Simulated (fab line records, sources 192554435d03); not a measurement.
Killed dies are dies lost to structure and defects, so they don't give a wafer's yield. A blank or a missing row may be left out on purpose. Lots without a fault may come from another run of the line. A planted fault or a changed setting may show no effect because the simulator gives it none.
fab line records | flow n5_finfet
record lots=24 wafers=72 last_day=19
route steps=1938 shown DUMMY_REMOVAL@378 HKMG_FIN@400
lots that met no fault: from a run of the same line without faults
start_h: hours from the record's first day to the start of the lot's first wafer shown | wait_h: hours since the lot's step before | " the same as in the row above | L1.1+2: a row that stands for several wafers | - no value, or no start given | * or withheld: withheld | < > ~ a bound
route shown NAME@n: a module of which the file shows steps, and the number in the route of the first | usual: mean/standard deviation of fault-free wafers | same: alike in all rows | chamber/n: place in a boat | sites: the reading at each site | _std_site: their standard deviation | _edge_site: outer sites' mean less inner sites' | radius_mm: how far each site lies from the wafer's centre | mask NAME#n: copy n | behind: the tool/chamber that last shaped the wafer | hold: why the lot was held/for how many hours/how that ended | device: the transistor (n, p or np) that didn't switch | end of line: the same wafers' tests at the end of the route | a step without rows: its recipe alone | killed: dies lost to structure and defects at the first sort, not the wafer's yield | map: a wafer's dies, x killed, . not, _ none there
set.NAME: the setting as run; set.NAME@STEP: as run at that earlier step | model.NAME: the simulator's own value behind a step, which no gauge read
steps of the route over a sample of lots; a table a step, a row a wafer
services: from which hour (start_h, from the record's first day; less than 0 if before it) a tool's chamber was out of use, for how many hours, and why
## steps
# step N5_DUMMY_REMOVAL_STRIP_10
# recipe chemistry=N2/H2 time_s=40 power_w=100 temp_c=40 pressure_mtorr=100 rf_frequency_hz=6e+07 bias_power_w=3 n2_flow_sccm=300 h2_flow_sccm=300
# usual drypump_motor_current_A=5.6/0.46 oes_product_au=0.77/0.075 rf_vpp_V=45.2/0.84 showerhead_plenum_p_Torr=3.39/0.091 throttle_valve_pct=12.2/0.3
# columns lot.wafer tool chamber start_h wait_h drypump_motor_current_A oes_product_au rf_hours_counter_h rf_vpp_V showerhead_plenum_p_Torr throttle_valve_pct
L074.2 rie_diel-06 0 72.13 0.0 5.2 0.83 81 45.5 3.29 12.3
L074.3 " 1 " " 6.6 0.70 198 43.8 3.38 12.4
L074.5 " 3 " " 5.7 0.74 - 45.4 3.51 12.3
L075.1 rie_diel-05 3 75.97 0.0 5.1 0.69 213 44.8 3.33 12.5
L075.2 " 1 " " 5.6 0.74 182 45.2 3.50 12.2
L075.6 " 3 " " 5.1 0.69 - 45.2 3.33 12.5
L076.1 rie_diel-05 3 83.53 0.0 5.1 0.69 214 45.6 3.32 12.5
L076.3 " 1 " " 5.6 0.71 185 45.9 3.50 12.2
L076.6 " 1 " " 5.6 0.72 - 45.4 3.50 12.2
L077.1 rie_diel-06 0 90.72 0.0 5.1 0.83 86 46.5 3.28 12.3
L077.4 " 2 " " 5.6 0.75 152 45.4 3.51 12.3
L077.5 " 1 " " 6.6 0.70 - 46.9 3.37 12.4
L078.1 rie_diel-02 3 92.46 0.0 5.7 0.67 233 45.4 3.34 12.5
L078.3 " 1 " " 5.6 0.89 19 46.4 3.33 12.1
L078.5 " 2 " " 6.0 0.77 - 44.8 3.39 12.2
L079.1 rie_diel-02 2 104.63 0.0 6.0 0.77 134 44.8 3.39 12.2
L079.4 " 0 " " 5.1 0.72 173 46.4 3.48 12.5
L079.6 " 1 " " 5.7 0.89 - 45.9 3.33 12.1
L080.2 rie_diel-06 2 109.12 0.0 5.6 0.76 156 45.5 3.51 12.3
L080.5 " 0 " " 5.2 0.82 - 45.9 3.28 12.3
L080.6 " 1 " " 6.6 0.69 - 44.9 3.37 12.4
L081.1 rie_diel-05 2 113.91 0.0 6.2 0.87 42 46.0 3.46 11.8
L081.3 " 0 " " 5.3 0.88 64 45.5 3.27 11.7
L081.6 " 2 " " 6.2 0.88 - 45.1 3.46 11.8
L082.2 rie_diel-05 3 121.23 0.0 5.1 0.70 225 45.5 3.32 12.6
L082.4 " 1 " " 5.6 0.72 195 45.9 3.49 12.2
L082.5 " 3 " " 5.1 0.68 - 45.1 3.32 12.6
L083.1 rie_diel-05 1 126.42 0.0 5.6 0.72 196 46.2 3.49 12.3
L083.4 " 3 " " 5.1 0.69 226 45.6 3.32 12.6
L083.5 " 1 " " 5.6 0.73 - 44.5 3.49 12.2
L084.1 rie_diel-05 0 134.04 0.0 5.3 0.86 69 46.1 3.26 11.7
L084.5 " 1 " " 5.6 0.71 - 46.0 3.49 12.2
L084.6 " 0 " " 5.2 0.86 - 43.7 3.26 11.7
L085.1 rie_diel-05 1 138.29 0.0 5.6 0.71 200 46.1 3.49 12.3
L085.4 " 0 " " 5.2 0.86 71 44.3 3.26 11.7
L085.5 " 1 " " 5.6 0.71 - 46.1 3.49 12.3
L086.1 rie_diel-06 3 140.77 0.0 5.7 0.72 172 45.3 3.49 12.4
L086.2 " 2 " " 5.6 0.76 165 45.6 3.50 12.3
L086.4 " 0 " " 5.2 0.81 100 42.6 3.28 12.4
L087.1 rie_diel-05 1 150.57 0.0 5.6 0.72 204 46.7 3.49 12.3
L087.5 " 1 " " 5.6 0.71 - 45.0 3.49 12.2
L087.6 " 2 " " 6.2 0.86 - 45.5 3.46 11.9
L088.2 rie_diel-05 1 156.46 0.0 5.6 0.72 205 45.4 3.49 12.3
L088.3 " 3 " " 5.1 0.68 235 44.2 3.31 12.6
L088.5 " 3 " " 5.1 0.67 - 44.3 3.31 12.6
L089.1 rie_diel-05 1 162.22 0.0 5.6 0.71 207 45.3 3.49 12.3
L089.3 " 3 " " 5.1 0.68 237 45.6 3.31 12.6
L089.4 " 0 " " 5.3 0.85 77 44.8 3.26 11.7
L090.4 rie_diel-02 1 168.16 0.0 5.6 0.85 - 45.2 3.32 12.2
L090.5 " 0 " " 5.1 0.70 - 44.5 3.47 12.6
L090.6 " 2 " " 6.1 0.76 - 44.5 3.38 12.2
L091.1 rie_diel-05 3 171.04 0.0 5.1 0.68 239 45.9 3.31 12.6
L091.2 " 2 " " 6.2 0.84 57 45.6 3.45 11.9
L091.4 " 0 " " 5.2 0.85 80 44.4 3.26 11.7
L092.4 rie_diel-05 0 178.04 0.0 5.2 0.85 81 43.5 3.26 11.7
L092.5 " 0 " " 5.3 0.85 - 46.1 3.26 11.7
L092.6 " 3 " " 5.1 0.68 - 45.5 3.31 12.6
L093.2 rie_diel-06 3 184.57 0.0 5.7 0.72 183 45.4 3.49 12.4
L093.3 " 0 " " 5.2 0.80 110 44.3 3.27 12.4
L093.5 " 1 " " 6.5 0.68 - 43.7 3.36 12.5
L094.1 rie_diel-06 0 191.46 0.0 5.2 0.79 112 43.9 3.27 12.4
L094.2 " 1 " " 6.6 0.67 229 43.5 3.36 12.5
L094.3 " 3 " " 5.7 0.71 185 46.7 3.49 12.4
L095.1 rie_diel-05 3 195.47 0.0 5.1 0.67 246 45.2 3.31 12.6
L095.3 " 0 " " 5.2 0.85 87 45.8 3.25 11.7
L095.5 " 2 " " 6.2 0.84 - 44.7 3.45 11.9
L096.1 rie_diel-05 3 202.96 0.0 5.1 0.66 247 44.5 3.31 12.6
L096.5 " 2 " " 6.2 0.83 - 43.4 3.45 11.9
L096.6 " 1 " " 5.6 0.70 - 44.9 3.48 12.3
L097.1 rie_diel-06 3 210.62 0.0 5.7 0.71 189 44.0 3.48 12.4
L097.3 " 2 " " 5.6 0.74 183 45.0 3.49 12.3
L097.5 " 3 " " 5.6 0.72 - 46.9 3.48 12.4
# step N5_DUMMY_REMOVAL_INSPECT_06
# recipe inspect_instrument=brightfield mode=aei
# usual raw_defect_count=12/5.3
# columns lot.wafer tool chamber start_h wait_h raw_defect_count
L074.2 defect_inspect-02 - 72.30 0.0 4
L074.3 " - " " 13
L074.5 " - " " 6
L075.1 defect_inspect-02 - 76.13 0.0 21
L075.2 " - " " 20
L075.6 " - " " 9
L076.1 defect_inspect-02 - 83.69 0.0 9
L076.3 " - " " 11
L076.6 " - " " 26
L077.1 defect_inspect-01 - 90.88 0.0 9
L077.4 " - " " 11
L077.5 " - " " 16
L078.1 defect_inspect-02 - 92.62 0.0 20
L078.3 " - " " 17
L078.5 " - " " 8
L079.1 defect_inspect-02 - 104.79 0.0 10
L079.4 " - " " 9
L079.6 " - " " 6
L080.2 defect_inspect-02 - 109.28 0.0 12
L080.5 " - " " 14
L080.6 " - " " 11
L081.1 defect_inspect-01 - 114.07 0.0 7
L081.3 " - " " 7
L081.6 " - " " 6
L082.2 defect_inspect-02 - 121.39 0.0 8
L082.4 " - " " 9
L082.5 " - " " 10
L083.1 defect_inspect-01 - 126.58 0.0 11
L083.4 " - " " 9
L083.5 " - " " 7
L084.1 defect_inspect-01 - 134.21 0.0 10
L084.5 " - " " 15
L084.6 " - " " 12
L085.1 defect_inspect-02 - 138.45 0.0 10
L085.4 " - " " 12
L085.5 " - " " 16
L086.1 defect_inspect-02 - 140.93 0.0 9
L086.2 " - " " 5
L086.4 " - " " 15
L087.1 defect_inspect-02 - 150.73 0.0 4
L087.5 " - " " 7
L087.6 " - " " 16
L088.2 defect_inspect-01 - 156.62 0.0 26
L088.3 " - " " 10
L088.5 " - " " 17
L089.1 defect_inspect-01 - 162.38 0.0 6
L089.3 " - " " 16
L089.4 " - " " 10
L090.4 defect_inspect-01 - 168.32 0.0 13
L090.5 " - " " 9
L090.6 " - " " 9
L091.1 defect_inspect-02 - 171.20 0.0 15
L091.2 " - " " 19
L091.4 " - " " 5
L092.4 defect_inspect-02 - 178.20 0.0 8
L092.5 " - " " 15
L092.6 " - " " 12
L093.2 defect_inspect-01 - 184.73 0.0 8
L093.3 " - " " 13
L093.5 " - " " 15
L094.1 defect_inspect-02 - 191.62 0.0 8
L094.2 " - " " 12
L094.3 " - " " 12
L095.1 defect_inspect-02 - 195.64 0.0 14
L095.3 " - " " 20
L095.5 " - " " 13
L096.1 defect_inspect-01 - 203.12 0.0 22
L096.5 " - " " 9
L096.6 " - " " 14
L097.1 defect_inspect-02 - 210.78 0.0 7
L097.3 " - " " 5
L097.5 " - " " 12
# step N5_HKMG_FIN_INSPECT_61
# recipe mode=adi inspect_instrument=macro
# usual raw_defect_count=2.0/1.4
# columns lot.wafer tool chamber start_h wait_h raw_defect_count
L074.2 defect_inspect-02 - 73.73 0.0 2
L074.3 " - " " 3
L074.5 " - " " 0
L075.1 defect_inspect-01 - 77.49 0.0 1
L075.2 " - " " 3
L075.6 " - " " 2
L076.1 defect_inspect-02 - 85.05 0.0 1
L076.3 " - " " 2
L076.6 " - " " 3
L077.1 defect_inspect-02 - 92.26 0.0 1
L077.4 " - " " 3
L077.5 " - " " 1
L078.1 defect_inspect-02 - 93.92 0.0 1
L078.3 " - " " 3
L078.5 " - " " 0
L079.1 defect_inspect-01 - 106.35 0.0 1
L079.4 " - " " 1
L079.6 " - " " 1
L080.2 defect_inspect-02 - 110.84 0.0 3
L080.5 " - " " 2
L080.6 " - " " 2
L081.1 defect_inspect-01 - 115.30 0.0 3
L081.3 " - " " 3
L081.6 " - " " 4
L082.2 defect_inspect-02 - 122.96 0.0 2
L082.4 " - " " 7
L082.5 " - " " 2
L083.1 defect_inspect-02 - 128.05 0.0 1
L083.4 " - " " 0
L083.5 " - " " 1
L084.1 defect_inspect-02 - 135.73 0.0 1
L084.5 " - " " 2
L084.6 " - " " 2
L085.1 defect_inspect-02 - 139.87 0.0 2
L085.4 " - " " 2
L085.5 " - " " 1
L086.1 defect_inspect-02 - 142.35 0.0 2
L086.2 " - " " 0
L086.4 " - " " 2
L087.1 defect_inspect-02 - 151.96 0.0 3
L087.5 " - " " 2
L087.6 " - " " 1
L088.2 defect_inspect-02 - 157.85 0.0 3
L088.3 " - " " 1
L088.5 " - " " 2
L089.1 defect_inspect-01 - 163.81 0.0 1
L089.3 " - " " 2
L089.4 " - " " 5
L090.4 defect_inspect-02 - 169.78 0.0 5
L090.5 " - " " 2
L090.6 " - " " 6
L091.1 defect_inspect-01 - 172.67 0.0 4
L091.2 " - " " 1
L091.4 " - " " 0
L092.4 defect_inspect-01 - 179.57 0.0 3
L092.5 " - " " 3
L092.6 " - " " 1
L093.2 defect_inspect-01 - 186.09 0.0 1
L093.3 " - " " 2
L093.5 " - " " 0
L094.1 defect_inspect-01 - 192.98 0.0 3
L094.2 " - " " 3
L094.3 " - " " 2
L095.1 defect_inspect-02 - 197.19 0.0 1
L095.3 " - " " 0
L095.5 " - " " 1
L096.1 defect_inspect-01 - 205.06 0.0 6
L096.5 " - " " 1
L096.6 " - " " 0
L097.1 defect_inspect-02 - 212.14 0.0 0
L097.3 " - " " 4
L097.5 " - " " 1
# step N5_HKMG_FIN_ETCH_54
# recipe chemistry=CF4 target=SiARC target_depth_a=455 mask_material=CAR-ArF time_s=75.8 ion_energy_ev=80 pressure_mtorr=40 source_w=545 bias_w=36 Ar_flow_sccm=100 cf4_flow_sccm=100 ends=cleared
# usual bias_w=36.00/0.12 drypump_motor_current_A=5.5/0.37 etch_rf_on_time_s=75.1/1.9 oes_product_au=0.70/0.082 rf_vpp_V=184.3/1.3 showerhead_plenum_p_Torr=2.15/0.084 throttle_valve_pct=15.55/0.24
# columns lot.wafer tool chamber start_h wait_h bias_w drypump_motor_current_A etch_rf_on_time_s oes_product_au rf_hours_counter_h rf_vpp_V showerhead_plenum_p_Torr throttle_valve_pct
L074.2 rie_diel-03 2 73.80 0.0 36.15 5.5 74.9 0.68 90 183.2 2.07 15.60
L074.3 " 3 " " 35.83 5.5 78.6 0.70 57 184.2 2.26 15.43
L074.5 " 3 " " 35.91 5.5 78.1 0.70 - 185.8 2.26 15.43
L075.1 rie_diel-04 3 77.79 0.0 35.85 5.8 74.3 0.61 233 183.0 2.03 15.98
L075.2 " 2 " " 36.12 5.5 77.9 0.73 54 184.8 2.17 15.22
L075.6 " 2 " " 36.06 5.5 77.9 0.73 - 185.0 2.17 15.22
L076.1 rie_diel-01 1 85.43 0.0 35.84 5.2 76.3 0.61 221 185.2 2.21 15.78
L076.3 " 0 " " 36.18 5.5 77.4 0.58 234 184.6 2.12 15.90
L076.6 " 0 " " 36.03 5.4 76.8 0.58 - 183.0 2.12 15.92
L077.1 rie_diel-03 1 92.33 0.0 36.17 5.3 72.5 0.81 12 184.7 2.28 15.15
L077.4 " 0 " " 36.04 5.3 76.5 0.67 110 182.5 2.07 15.57
L077.5 " 1 " " 36.07 5.3 72.1 0.83 - 184.2 2.28 15.13
L078.1 rie_diel-03 2 93.99 0.0 36.07 5.6 73.0 0.68 98 184.8 2.07 15.60
L078.3 " 0 " " 36.10 5.4 76.8 0.68 111 184.9 2.07 15.57
L078.5 " 2 " " 36.02 5.6 72.9 0.67 - 183.3 2.07 15.60
L079.1 rie_diel-01 0 106.53 0.0 36.02 5.5 77.6 0.58 243 182.6 2.12 15.91
L079.4 " 3 " " 36.04 4.9 73.6 0.85 2 183.7 2.19 15.31
L079.6 " 2 " " 35.86 5.9 75.4 0.61 - 182.8 2.04 15.80
L080.2 rie_diel-04 0 110.91 0.0 35.92 5.1 74.7 0.59 240 185.9 2.12 15.96
L080.5 " 2 " " 36.15 5.4 77.4 0.71 - 182.4 2.17 15.26
L080.6 " 1 " " 36.06 6.5 73.5 0.78 - 184.7 2.11 15.78
L081.1 rie_diel-01 3 115.37 0.0 35.87 4.9 73.7 0.85 5 183.7 2.19 15.34
L081.3 " 2 " " 36.08 5.9 75.7 0.60 212 182.5 2.04 15.80
L081.6 " 3 " " 35.96 4.9 74.0 0.83 - 184.9 2.19 15.33
L082.2 rie_diel-03 2 123.03 0.0 35.99 5.6 73.0 0.67 105 183.1 2.06 15.61
L082.4 " 1 " " 36.03 5.4 71.3 0.81 20 186.3 2.27 15.14
L082.5 " 3 " " 35.93 5.5 76.4 0.69 - 186.2 2.26 15.43
L083.1 rie_diel-03 3 128.13 0.0 35.69 5.5 75.8 0.69 74 186.0 2.26 15.45
L083.4 " 0 " " 36.14 5.3 76.4 0.66 120 183.1 2.07 15.59
L083.5 " 2 " " 36.03 5.6 72.7 0.67 - 183.8 2.06 15.62
L084.1 rie_diel-01 1 135.80 0.0 36.13 5.3 75.4 0.60 241 183.6 2.20 15.81
L084.5 " 2 " " 35.90 5.9 74.7 0.60 - 181.7 2.04 15.82
L084.6 " 1 " " 36.09 5.3 76.0 0.60 - 185.3 2.20 15.83
L085.1 rie_diel-01 2 140.12 0.0 35.89 5.9 75.3 0.60 222 183.1 2.04 15.82
L085.4 " 1 " " 35.95 5.2 76.5 0.59 - 183.4 2.20 15.82
L085.5 " 2 " " 36.22 5.9 75.7 0.60 - 182.6 2.04 15.82
L086.1 rie_diel-01 1 142.41 0.0 36.00 5.2 76.7 0.59 245 185.0 2.20 15.83
L086.2 " 3 " " 35.82 4.9 74.1 0.81 16 184.6 2.19 15.35
L086.4 " 1 " " 35.89 5.2 76.5 0.59 - 185.7 2.20 15.81
L087.1 rie_diel-03 3 152.03 0.0 36.01 5.5 77.8 0.67 82 184.2 2.25 15.45
L087.5 " 2 " " 36.12 5.6 73.2 0.67 - 183.7 2.06 15.63
L087.6 " 1 " " 36.00 5.3 72.4 0.79 - 187.4 2.27 15.16
L088.2 rie_diel-04 1 157.92 0.0 35.86 6.5 73.1 0.76 42 181.0 2.11 15.81
L088.3 " 2 " " 35.80 5.4 77.1 0.70 85 184.6 2.16 15.28
L088.5 " 3 " " 36.01 5.9 72.9 0.86 - 187.1 2.28 15.51
L089.1 rie_diel-03 2 163.88 0.0 36.08 5.6 73.4 0.66 118 181.9 2.06 15.64
L089.3 " 1 " " 35.94 5.3 72.1 0.78 30 184.7 2.27 15.15
L089.4 " 0 " " 35.98 5.4 76.4 0.67 127 182.6 2.07 15.61
L090.4 rie_diel-01 0 169.94 0.0 35.97 5.5 75.3 0.78 - 182.5 2.11 15.47
L090.5 " 2 " " 36.04 5.9 75.2 0.59 - 182.4 2.03 15.84
L090.6 " 3 " " 36.03 5.0 74.1 0.79 - 183.6 2.18 15.37
L091.1 rie_diel-03 0 172.74 0.0 36.19 5.3 77.5 0.66 131 182.3 2.07 15.61
L091.2 " 2 " " 36.24 5.6 75.1 0.65 121 185.6 2.06 15.66
L091.4 " 3 " " 36.11 5.5 78.8 0.67 89 184.9 2.25 15.49
L092.4 rie_diel-01 1 179.64 0.0 36.14 5.2 73.1 0.82 2 185.3 2.20 15.36
L092.5 " 0 " " 36.14 5.5 74.7 0.77 - 184.2 2.11 15.46
L092.6 " 3 " " 35.99 4.9 73.3 0.78 - 183.1 2.18 15.37
L093.2 rie_diel-04 1 186.15 0.0 36.13 6.5 72.8 0.75 54 183.2 2.10 15.85
L093.3 " 2 " " 35.92 5.5 78.0 0.68 97 183.8 2.16 15.29
L093.5 " 3 " " 35.91 5.8 73.8 0.80 - 186.0 2.27 15.54
L094.1 rie_diel-01 1 193.05 0.0 35.88 5.3 73.8 0.81 6 183.7 2.20 15.39
L094.2 " 2 " " 36.01 5.9 76.0 0.58 245 182.2 2.03 15.85
L094.3 " 3 " " 36.22 5.0 73.6 0.78 35 185.0 2.18 15.38
L095.1 rie_diel-03 1 197.26 0.0 36.05 5.3 73.3 0.76 40 185.5 2.27 15.17
L095.3 " 0 " " 36.22 5.4 78.4 0.65 137 183.7 2.06 15.62
L095.5 " 1 " " 35.91 5.3 74.0 0.76 - 186.7 2.27 15.17
L096.1 rie_diel-04 1 205.15 0.0 36.08 6.5 74.7 0.73 61 184.8 2.10 15.85
L096.5 " 1 " " 36.04 6.5 73.4 0.73 - 183.1 2.10 15.85
L096.6 " 2 " " 36.06 5.4 78.6 0.67 - 183.9 2.16 15.31
L097.1 rie_diel-03 0 212.21 0.0 35.96 5.3 78.4 0.64 141 182.8 2.06 15.64
L097.3 " 2 " " 35.92 5.6 73.9 0.65 132 183.6 2.05 15.67
L097.5 " 2 " " 36.02 5.6 73.7 0.65 - 182.8 2.05 15.68
# step N5_HKMG_FIN_ALD_91
# recipe material=TiN target_thk_a=10 temp_c=400 ald_precursor_family=TiCl4 ald_co_reactant=NH3 pulse_time_s=1 purge_time_s=3 co_reactant_purge_time_s=2 co_reactant_pulse_time_s=2 ald_cycles=47 pressure_torr=3
# usual heater_power_w=919/130 precursor_pulse_height_rel=1.002/0.02
# columns lot.wafer tool chamber start_h wait_h heater_power_w precursor_pulse_height_rel
L074.2 ald_metal-02 1 78.68 0.3 985 1.002
L074.3 " 3 " " 907 0.966
L074.5 " 0 " " 857 0.970
L075.1 ald_metal-01 1 82.14 0.3 1169 0.997
L075.2 " 3 " " 815 1.015
L075.6 " 1 " " 1142 1.005
L076.1 ald_metal-01 0 89.95 0.3 826 0.991
L076.3 " 3 " " 803 1.005
L076.6 " 3 " " 826 1.014
L077.1 ald_metal-03 1 96.52 0.3 823 0.976
L077.4 " 1 " " 857 0.991
L077.5 " 3 " " 820 1.004
L078.1 ald_metal-01 3 98.31 0.3 836 1.008
L078.3 " 2 " " 997 0.986
L078.5 " 0 " " 834 1.008
L079.1 ald_metal-03 3 111.03 0.3 810 1.022
L079.4 " 0 " " 1077 1.046
L079.6 " 2 " " 720 0.997
L080.2 ald_metal-02 1 115.24 0.3 991 0.989
L080.5 " 0 " " 867 0.976
L080.6 " 1 " " 990 1.004
L081.1 ald_metal-03 0 119.57 0.3 1074 1.040
L081.3 " 1 " " 849 1.026
L081.6 " 0 " " 1070 0.968
L082.2 ald_metal-01 3 127.23 0.3 811 1.017
L082.4 " 1 " " 1126 0.975
L082.5 " 3 " " 808 1.022
L083.1 ald_metal-02 2 132.33 0.3 890 1.028
L083.4 " 1 " " 1021 1.007
L083.5 " 3 " " 902 1.022
L084.1 ald_metal-01 2 139.99 0.3 997 1.018
L084.5 " 1 " " 1148 0.990
L084.6 " 0 " " 827 1.017
L085.1 ald_metal-01 0 144.56 0.3 823 1.019
L085.4 " 1 " " 1177 1.017
L085.5 " 0 " " 834 1.035
L086.1 ald_metal-02 3 147.17 0.4 915 0.986
L086.2 " 2 " " 873 0.973
L086.4 " 1 " " 1005 1.003
L087.1 ald_metal-02 0 156.51 0.3 875 1.000
L087.5 " 1 " " 1001 0.988
L087.6 " 2 " " 864 1.010
L088.2 ald_metal-01 3 162.12 0.3 816 0.971
L088.3 " 0 " " 831 0.981
L088.5 " 2 " " 988 0.995
L089.1 ald_metal-01 3 168.24 0.3 807 1.017
L089.3 " 2 " " 992 0.987
L089.4 " 1 " " 1168 1.003
L090.4 ald_metal-01 0 174.46 0.1 839 1.035
L090.5 " 2 " " 984 1.000
L090.6 " 1 " " 1172 1.019
L091.1 ald_metal-02 0 177.13 0.3 877 0.967
L091.2 " 1 " " 1027 0.994
L091.4 " 3 " " 919 0.984
L092.4 ald_metal-03 1 184.07 0.1 852 1.017
L092.5 " 1 " " 839 0.970
L092.6 " 2 " " 721 1.006
L093.2 ald_metal-03 2 190.54 0.3 681 0.979
L093.3 " 3 " " 833 0.986
L093.5 " 0 " " 1112 1.008
L094.1 ald_metal-03 1 197.58 0.3 830 1.035
L094.2 " 0 " " 1088 1.023
L094.3 " 3 " " 822 1.005
L095.1 ald_metal-03 3 201.74 0.3 825 0.973
L095.3 " 0 " " 1086 1.013
L095.5 " 0 " " 1073 1.001
L096.1 ald_metal-02 2 209.53 0.3 854 1.001
L096.5 " 3 " " 917 1.003
L096.6 " 0 " " 878 1.004
L097.1 ald_metal-01 2 216.57 0.3 1010 1.000
L097.3 " 0 " " 840 1.025
L097.5 " 1 " " 1170 0.993
# step N5_HKMG_FIN_CMP_23
# recipe stop_on=SiNx t_overpolish_s=10 post_cmp_clean=rinse_only down_force_psi=4 platen_rpm=50.289 pad_velocity_m_s=1.0006 target_thk_nm=46.326
# usual motor_current_A=11.7/0.82 overpolish_run_s=9.999/0.009 time_to_endpoint_s=11.6/2.6
# columns lot.wafer tool chamber start_h wait_h motor_current_A overpolish_run_s time_to_endpoint_s
L074.2 cmp-01 2 81.37 0.0 12.8 9.997 9.5
L074.3 " 0 " " 12.1 9.977 7.4
L074.5 " 2 " " 13.3 10.004 8.1
L075.2 cmp-03 0 84.90 0.0 11.2 9.990 12.5
L075.1 " 3 " " 11.0 9.989 14.9
L075.6 " 1 " " 11.5 9.995 11.0
L076.1 cmp-03 3 92.74 0.1 10.5 9.978 16.1
L076.3 " 1 " " 12.9 9.997 6.0
L076.6 " 2 " " 11.7 10.010 11.4
L077.1 cmp-01 1 99.39 0.1 11.4 10.004 14.3
L077.4 " 2 " " 13.5 9.994 13.5
L077.5 " 0 " " 12.7 10.001 17.5
L078.1 cmp-03 1 101.01 0.0 12.3 9.984 8.8
L078.3 " 0 " " 11.3 10.005 11.8
L078.5 " 2 " " 12.5 9.993 13.8
L079.1 cmp-03 3 114.00 0.1 11.4 9.989 16.4
L079.4 " 1 " " 11.3 10.001 11.9
L079.6 " 3 " " 11.0 9.990 14.9
L080.2 cmp-03 0 118.17 0.3 11.5 10.004 9.7
L080.5 " 1 " " 13.0 10.006 8.1
L080.6 " 2 " " 12.4 9.989 12.9
L081.1 cmp-03 2 122.28 0.0 11.8 9.987 13.1
L081.3 " 0 " " 11.6 9.999 12.2
L081.6 " 2 " " 11.3 10.006 14.2
L082.4 cmp-01 3 130.32 0.3 11.5 9.994 10.4
L082.2 " 0 " " 12.5 9.996 11.7
L082.5 " 1 " " 11.2 10.002 16.5
L083.4 cmp-01 1 135.19 0.1 11.8 9.988 10.5
L083.1 " 2 " " 13.5 10.008 14.5
L083.5 " 1 " " 11.3 10.012 12.7
L084.1 cmp-04 0 142.86 0.2 11.8 10.019 11.4
L084.6 " 2 " " 10.3 9.998 10.7
L084.5 " 3 " " 12.5 10.009 9.4
L085.1 cmp-03 0 147.50 0.1 11.2 10.001 11.3
L085.4 " 2 " " 12.4 9.980 11.8
L085.5 " 0 " " 10.7 10.006 12.5
L086.2 cmp-04 2 149.91 0.1 10.7 9.993 13.4
L086.4 " 3 " " 12.8 9.999 9.8
L086.1 " 1 " " 10.9 9.996 13.8
L087.1 cmp-01 3 159.61 0.3 11.6 10.000 8.2
L087.5 " 0 " " 12.2 10.007 12.1
L087.6 " 1 " " 11.5 9.986 14.5
L088.3 cmp-03 0 164.82 0.0 11.2 10.008 11.2
L088.2 " 1 " " 12.0 9.998 9.0
L088.5 " 0 " " 10.9 10.001 11.6
L089.3 cmp-03 2 171.11 0.0 12.5 9.983 13.7
L089.4 " 0 " " 11.2 9.988 13.3
L089.1 " 1 " " 12.8 10.010 10.8
L090.4 cmp-04 1 177.56 0.2 11.5 10.012 9.6
L090.6 " 3 " " 13.2 9.996 6.6
L090.5 " 0 " " 11.9 9.994 8.3
L091.1 cmp-04 3 179.83 0.0 13.0 10.002 9.8
L091.4 " 1 " " 11.1 10.005 10.2
L091.2 " 2 " " 10.5 10.009 10.5
L092.4 cmp-03 2 186.83 0.1 11.9 10.009 14.2
L092.6 " 1 " " 12.2 9.999 11.9
L092.5 " 2 " " 12.3 9.998 13.7
L093.2 cmp-03 0 193.35 0.1 11.3 9.984 14.8
L093.3 " 1 " " 12.6 10.016 10.7
L093.5 " 3 " " 11.3 9.998 13.7
L094.2 cmp-04 2 200.33 0.0 10.8 9.995 12.5
L094.3 " 3 " " 13.1 10.006 10.6
L094.1 " 0 " " 11.6 9.989 10.5
L095.3 cmp-04 3 204.65 0.2 12.7 9.998 5.6
L095.1 " 0 " " 11.8 9.994 8.4
L095.5 " 2 " " 10.5 10.007 9.5
L096.1 cmp-03 0 212.26 0.1 11.4 10.001 13.2
L096.6 " 0 " " 10.9 10.006 14.9
L096.5 " 1 " " 12.3 10.007 9.9
L097.3 cmp-04 2 219.25 0.0 10.0 9.992 13.2
L097.1 " 1 " " 10.8 10.007 13.1
L097.5 " 3 " " 12.5 9.996 11.9
## services
# columns tool chamber start_h hours kind
rie_diel-05 3 51.80 1.8 repair
cmp-01 - 52.52 4.0 pm
ald_metal-03 - 54.62 0.4 repair
cmp-01 - 56.52 3.6 pm
cmp-01 - 72.49 0.6 repair
rie_diel-04 1 80.43 8.6 repair
rie_diel-01 2 88.49 2.0 repair
ald_metal-03 0 93.51 3.0 repair
rie_diel-06 - 95.50 1.1 repair
cmp-03 - 98.39 0.2 repair
ald_metal-03 3 103.73 3.1 repair
cmp-04 - 107.69 1.4 repair
rie_diel-03 - 111.08 2.8 pm
cmp-04 - 116.65 5.2 pm
cmp-04 - 122.07 4.2 repair
ald_metal-03 1 132.59 27.8 repair
ald_metal-01 3 139.18 7.2 repair
ald_metal-03 0 142.20 16.5 repair
rie_diel-03 0 149.41 9.5 repair
cmp-03 - 153.70 4.0 pm
cmp-04 - 168.18 4.9 pm
rie_diel-01 3 183.63 4.1 repair
ald_metal-03 - 196.43 0.6 repair
ald_metal-03 - 210.27 1.3 repair
## key
fault none
